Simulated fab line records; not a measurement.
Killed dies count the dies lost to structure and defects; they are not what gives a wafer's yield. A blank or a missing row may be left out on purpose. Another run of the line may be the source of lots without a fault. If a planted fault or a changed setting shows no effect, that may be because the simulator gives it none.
Chamber matching    flow n5 finfet    4 sister chambers for N5_BEOL_M9_STRIP_36 on rie diel-06
The step strips in N2/H2. 7 wafers are shown with their chamber, then 9 later ones without.

## WAFERS, EACH WITH ITS CHAMBER
wafer   chamber  showerhead plenum p Torr (Torr)  oes product au (a.u.)
L081.2  1        2.72                             0.95
L081.5  3        2.42                             0.70
L083.4  2        2.59                             0.87
L083.5  2        2.59                             0.88
L085.3  0        2.46                             0.80
L085.5  0        2.46                             0.81
L085.6  3        2.41                             0.69

## WAFERS WHOSE CHAMBER IS MISSING
wafer   showerhead plenum p Torr (Torr)  oes product au (a.u.)
L087.2  2.72                             0.92
L087.4  2.41                             0.70
L087.6  2.72                             0.91
L086.1  2.41                             0.70
L086.2  2.46                             0.80
L086.5  2.59                             0.85
L091.2  2.46                             0.79
L091.4  2.71                             0.91
L091.6  2.71                             0.90

## CHAMBER TAKEN BY EACH
wafer   from the rows above  in truth
L087.2  1                    1
L087.4  3                    3
L087.6  1                    1
L086.1  3                    3
L086.2  0                    0
L086.5  2                    2
L091.2  0                    0
L091.4  1                    1
L091.6  1                    1
Placed correctly: 9 of 9. Can't be placed from these rows: 0. Wrongly placed: 0.
How it was worked out, from the rows above alone: a wafer's distance from a chamber is the root of the sum, over the readings, of the square of ((its reading less the chamber's mean) divided by the reading's scatter). The wafer belongs to the nearest chamber; if the next one is less than 2 further off, it can't be placed. Each chamber's mean is taken over the wafers shown for it. The scatter is the square root of a quotient: the sum, over the shown wafers, of each reading's squared deviation from its chamber's mean, divided by wafers minus chambers.
